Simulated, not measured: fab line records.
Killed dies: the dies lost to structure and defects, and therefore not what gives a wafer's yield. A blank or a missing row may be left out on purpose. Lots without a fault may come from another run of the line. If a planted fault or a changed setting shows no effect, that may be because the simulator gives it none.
Struck lot and sound lot, side by side / flow n5-finfet / 39 out of 1938 route steps
Sound: wafers L512.1, L512.3, L512.5. Struck: wafers L513.2, L513.3, L513.5. The cause is given at the end.
At each step with rows: each side's tool, then ch and its chambers, then its first start. Under that, the readings that differ: sound wafers / struck wafers / difference of the means / sigmas: that difference in standard deviations of wafers without a fault.
alike: same words and numbers on both sides, and readings whose means sit less than 2 such deviations apart. not compared: any withheld reading, any reading some wafer has no value for, any bound like >300 that may hide the same value, and any number with overlapping values for which the record gives no deviation.
Wherever a step has rows on one side only, a row that says differs or no value, or a row with sigmas, the two part there. Non-overlapping numbers with no deviation appear without sigmas and do not part them. Lack of a reading on every wafer of one side parts them only where that side has two or more wafers.

first, 9 steps without rows for these wafers: N5_BEOL_M4_ANNEAL_95 (time 240 s); N5_BEOL_M4_SPUTTER_96 (material Cu, target thk 4.5 nm, time 8.29 s); N5_BEOL_M4_ECD_50 (material Cu, target thk 300 nm); N5_BEOL_M4_ANNEAL_51 (time 90 s); N5_BEOL_M4_CMP_52 (polishes, stops on SiOC, t overpolish 6.8 s, target thk 40 nm); N5_BEOL_M4_PRE_CLEAN_60 (time 15 s); N5_BEOL_M4_CO_CAP_55 (material Co, precursor CCTBA/H2, target thk 2 nm, time 102.1 s); N5_BEOL_M4_PRE_CLEAN_56 (time 15 s); N5_BEOL_M4_DEP_57 (deposits SiCN from 3MS/NH3, target thk 8 nm, time 14 s).
N5_BEOL_M4_RC_MEAS_101:
  sound on prober-01 ch 0, day 12 12:52; struck on prober-02 ch 0, day 12 12:58
  alike: DIBL_N, DIBL_P, IOFF_N, IOFF_P, ION_N, ION_P, SS_N, SS_P, VT_N, VT_P
then, 24 steps without rows for these wafers: N5_BEOL_M5_ILD_DEP_00 (deposits SiCOH lowk from DEMS/porogen, target thk 140.64 nm, time 25.9 s); N5_BEOL_M5_CURE_79 (cures SiCOH lowk, time 240 s); N5_BEOL_M5_PECVD_70 (deposits SiO2 from TEOS/O2, target thk 16 nm, time 18 s); N5_BEOL_M5_HM_DEP_02 (deposits TiN, target thk 20 nm); N5_BEOL_M5_COAT_59 (time 60 s, resist thk 60 nm); N5_BEOL_M5_COAT_60 (time 60 s, resist thk 12 nm); N5_BEOL_M5_COAT_71 (time 60 s, resist thk 5 nm); N5_BEOL_M5_COAT_05 (resist thk 30 nm); N5_BEOL_M5_EBR_07; N5_BEOL_M5_SOFTBAKE_06 (time 60 s); N5_BEOL_M5_EXPOSE_08 (exposes mask M5, target cd 28 nm); N5_BEOL_M5_PEB_09 (peb time 60 s); N5_BEOL_M5_DEVELOP_10 (develop time 30 s); N5_BEOL_M5_DESCUM_16 (chemistry O2, time 7 s); N5_BEOL_M5_ETCH_72 (etches underlayer in N2/H2, target depth 6.5 nm, time 5.2 s); N5_BEOL_M5_ETCH_61 (etches SiARC in CF4, target depth 15.6 nm, time 26 s); N5_BEOL_M5_ETCH_62 (etches SOC in N2/H2, target depth 75 nm, overetch 15 nm, time 112.5 s); N5_BEOL_M5_STRIP_63 (strips in N2/H2); N5_BEOL_M5_STRIP_73 (strips in N2/H2); N5_BEOL_M5_STRIP_64 (strips in CF4); N5_BEOL_M5_HM_OPEN_17 (chemistry Cl2/BCl3, target TiN, target depth 20 nm, overetch 6 nm); N5_BEOL_M5_STRIP_19 (strips in O2); N5_BEOL_M5_COAT_65 (time 60 s, resist thk 60 nm); N5_BEOL_M5_COAT_66 (time 60 s, resist thk 12 nm).
-- a jump in the record: the struck wafers' starts before and after are 3 days apart (it breaks off in module BEOL_M5 and resumes in module BEOL_M13, where the first step shown is number 1710 of the route) --
N5_BEOL_M13_CMP_49: polishes, stops on SiOC, t overpolish 17.1 s, target thk 420 nm.
  sound on cmp-02 ch 0,1,3, day 15 17:19; struck on cmp-01 ch 1,2,3, day 15 12:41
  no value came back on the struck wafers for any of 7 readings (barrier-field-endpoint-s (s), clearing-platen-down-force-psi (psi) and others); on the sound wafers barrier-field-endpoint-s (s) reads 30.3 29.7 30.6
reading=model.Cu_of_BEOL_M13_ECD_47.thk-nm (nm); sound=424.8 416.6 414.8; struck=942.2 943.6 942.4; difference=+524.0; sigmas=
N5_BEOL_M13_THK_MEAS_50: measures by xrf.
  sound on film-metro-01 at day 15 17:37; struck on film-metro-02 at day 15 12:57
reading=M13_THK (nm); sound=429 420 421; struck=940 937 938; difference=+515; sigmas=+74
N5_BEOL_M13_RS_MEAS_54: measurement is done with a four-point probe.
  sound on film-metro-01 at day 15 17:44; struck on film-metro-02 at day 15 13:05
reading=M13_RS (ohm/sq); sound=0.0444 0.0452 0.0455; struck=0.0180 0.0181 0.0180; difference=-0.0270; sigmas=-42
N5_BEOL_M13_INSPECT_55: inspects for defects (darkfield).
  sound on defect-inspect-01 at day 15 17:46; struck on defect-inspect-02 at day 15 13:06
reading=raw-defect-count; sound=55 54 62; struck=3164 3219 3129; difference=+3114; sigmas=+99 or more
N5_PASSIVATION_PROBE_49:
  sound on prober-01 at day 16 21:23; struck on prober-01 at day 16 15:55
reading=defect-limited-yield (%); sound=90.9 90.4 90.7; struck=0 0 0; difference=-91; sigmas=-65
reading=killed_at_M4_up; sound=15 18 7; struck=1104 1077 1112; difference=+1084; sigmas=+99 or more
reading=killed-dies; sound=107 113 110; struck=1180 1180 1180; difference=+1070; sigmas=+63
reading=killed-on-rim; sound=19 15 18; struck=152 152 152; difference=+135; sigmas=+34
reading=sort-n-pass; sound=1073 1067 1070; struck=0 0 0; difference=-1070; sigmas=-63
reading=sort-yield-pct (%); sound=90.9 90.4 90.7; struck=0 0 0; difference=-91; sigmas=-65
  alike: killed_at_M0_to_M3, killed-at-contacts, killed-at-front-end, killed-at-other, killed-open, killed-short, sort_bin_5_function, sort_bin_6_memory

== WHERE THEY PART ==
First at N5_BEOL_M13_CMP_49; last, within this record, at N5_PASSIVATION_PROBE_49.

WHY: what the simulator had put in
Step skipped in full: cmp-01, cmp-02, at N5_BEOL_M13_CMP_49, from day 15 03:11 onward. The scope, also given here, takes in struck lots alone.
